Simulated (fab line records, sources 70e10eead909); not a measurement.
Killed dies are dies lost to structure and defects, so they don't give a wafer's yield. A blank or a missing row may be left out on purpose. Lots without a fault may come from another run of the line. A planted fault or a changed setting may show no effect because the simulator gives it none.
Chamber matching | flow nand_harc | NHARC_A_DECK1_JOINT_CMP_13 on cmp-04: 4 sister chambers
The step polishes, target thk 51.023 nm. 8 wafers are shown with their chamber, then 9 later ones without.

WAFERS WITH THEIR CHAMBER
wafer  | chamber | motor_current_A (A) | time_to_endpoint_s (s)
L080.5 | 3       | 12.9                | 8.5
L081.1 | 1       | 11.2                | 4.4
L081.2 | 0       | 11.2                | 6.2
L085.1 | 0       | 11.3                | 6.4
L085.5 | 2       | 11.4                | 7.4
L086.3 | 1       | 11.6                | 7.9
L086.4 | 3       | 13.3                | 11.4
L086.6 | 2       | 11.3                | 7.5

WAFERS WITHOUT THEIR CHAMBER
wafer  | motor_current_A (A) | time_to_endpoint_s (s)
L089.2 | 11.1                | 11.4
L089.3 | 12.0                | 12.5
L089.5 | 11.5                | 10.6
L092.4 | 11.4                | 4.7
L092.5 | 11.6                | 6.9
L092.6 | 11.7                | 4.6
L093.4 | 11.5                | 4.4
L093.5 | 11.2                | 4.5
L093.6 | 12.9                | 5.7

WHICH CHAMBER EACH WENT THROUGH
wafer  | from the rows above               | in truth
L089.2 | can't be placed: 2 or 0 or 1      | 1
L089.3 | can't be placed: 2 or 1 or 0 or 3 | 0
L089.5 | can't be placed: 2 or 1 or 0      | 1
L092.4 | can't be placed: 1 or 0 or 2      | 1
L092.5 | can't be placed: 1 or 2 or 0      | 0
L092.6 | can't be placed: 1 or 0 or 2      | 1
L093.4 | can't be placed: 1 or 0 or 2      | 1
L093.5 | can't be placed: 0 or 1 or 2      | 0
L093.6 | 3                                 | 3
Placed correctly: 1 of 9. Can't be placed from these rows: 8 (the true chamber is among the candidates in 8). Placed wrongly: 0.
How it was worked out, from the rows above alone: a wafer's distance from a chamber is the root of the sum, over the readings, of the square of ((its reading less the chamber's mean) divided by the reading's scatter). The wafer belongs to the nearest chamber; if the next one is less than 2 further off, it can't be placed. A chamber's mean is the mean of its shown wafers. The scatter: the root of (the sum of the squares of (reading less its chamber's mean) over the shown wafers, divided by (wafers less chambers)).
